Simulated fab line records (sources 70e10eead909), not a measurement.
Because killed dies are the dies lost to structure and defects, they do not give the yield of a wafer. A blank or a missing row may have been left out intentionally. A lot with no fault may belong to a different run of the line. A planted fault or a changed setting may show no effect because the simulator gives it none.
Chamber matching | flow nandHarc | NHARC_A_BLC_STRIP_21 on rieDiel-09 has 4 sister chambers
The step strips in O2. 4 wafers are shown with their chamber, then 10 later ones without.

== WAFERS WITH THEIR CHAMBER ==
wafer  | chamber | showerheadPlenumPTorr (Torr)
L080.5 | 2       | 3.45
L082.2 | 1       | 3.46
L089.1 | 3       | 3.62
L089.4 | 0       | 3.61

== WAFERS WITH NO CHAMBER GIVEN ==
wafer  | showerheadPlenumPTorr (Torr)
L089.5 | 3.45
L093.2 | 3.46
L093.5 | 3.46
L093.6 | 3.61
L092.1 | 3.46
L092.2 | 3.61
L092.5 | 3.62
L094.1 | 3.60
L094.2 | 3.62
L094.6 | 3.62

== WHICH CHAMBER EACH WENT THROUGH ==
wafer  | from the rows above | in truth
L089.5 | 2                   | 2
L093.2 | 1                   | 1
L093.5 | 1                   | 1
L093.6 | 0                   | 0
L092.1 | 1                   | 1
L092.2 | 0                   | 0
L092.5 | 3                   | 3
L094.1 | 0                   | 0
L094.2 | 3                   | 3
L094.6 | 3                   | 3
Correct placement for 10 of the 10. From these rows, 0 cannot be placed. Placed wrongly: 0.
How it was worked out, from the rows above alone: a wafer's distance from a chamber is the root of the sum, over the readings, of the square of ((its reading less the chamber's mean) divided by the reading's scatter). If the next closest chamber is less than 2 further off than the closest, the wafer can't be placed; otherwise it belongs to the closest. A chamber's mean is the mean of its shown wafers. The scatter: with one shown wafer a chamber, the root of the mean of the squares of how far each hidden wafer lies from its nearest shown one.
